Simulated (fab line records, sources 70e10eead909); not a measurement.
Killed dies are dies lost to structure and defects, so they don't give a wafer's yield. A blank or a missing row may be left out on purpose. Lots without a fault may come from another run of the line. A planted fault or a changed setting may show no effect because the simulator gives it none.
Chamber matching | flow nand_harc | NHARC_P_M1_STRIP_18 on rie_diel-10: 4 sister chambers
The step strips in N2/H2. 8 wafers are shown with their chamber, then 12 later ones without.

WAFERS WITH THEIR CHAMBER
wafer  | chamber | showerhead_plenum_p_Torr (Torr) | drypump_motor_current_A (A)
L079.5 | 3       | 2.05                            | 5.7
L080.6 | 1       | 2.11                            | 5.4
L083.1 | 3       | 2.05                            | 5.7
L083.3 | 2       | 1.99                            | 4.7
L083.4 | 0       | 2.15                            | 5.8
L088.4 | 0       | 2.14                            | 5.8
L088.5 | 1       | 2.10                            | 5.5
L088.6 | 2       | 1.99                            | 4.7

WAFERS WITHOUT THEIR CHAMBER
wafer  | showerhead_plenum_p_Torr (Torr) | drypump_motor_current_A (A)
L089.3 | 2.05                            | 5.7
L089.5 | 2.10                            | 5.5
L089.6 | 1.99                            | 4.7
L090.2 | 2.10                            | 5.4
L090.3 | 1.99                            | 4.7
L090.4 | 2.04                            | 5.7
L093.1 | 2.10                            | 5.5
L093.3 | 2.04                            | 5.7
L093.6 | 2.04                            | 5.7
L097.2 | 2.04                            | 5.7
L097.4 | 1.98                            | 4.7
L097.6 | 2.04                            | 5.7

WHICH CHAMBER EACH WENT THROUGH
wafer  | from the rows above | in truth
L089.3 | 3                   | 3
L089.5 | 1                   | 1
L089.6 | 2                   | 2
L090.2 | 1                   | 1
L090.3 | 2                   | 2
L090.4 | 3                   | 3
L093.1 | 1                   | 1
L093.3 | 3                   | 3
L093.6 | 3                   | 3
L097.2 | 3                   | 3
L097.4 | 2                   | 2
L097.6 | 3                   | 3
Placed correctly: 12 of 12. Can't be placed from these rows: 0. Placed wrongly: 0.
How it was worked out, from the rows above alone: a wafer's distance from a chamber is the root of the sum, over the readings, of the square of ((its reading less the chamber's mean) divided by the reading's scatter). The wafer belongs to the nearest chamber; if the next one is less than 2 further off, it can't be placed. A chamber's mean is the mean of its shown wafers. The scatter: the root of (the sum of the squares of (reading less its chamber's mean) over the shown wafers, divided by (wafers less chambers)).
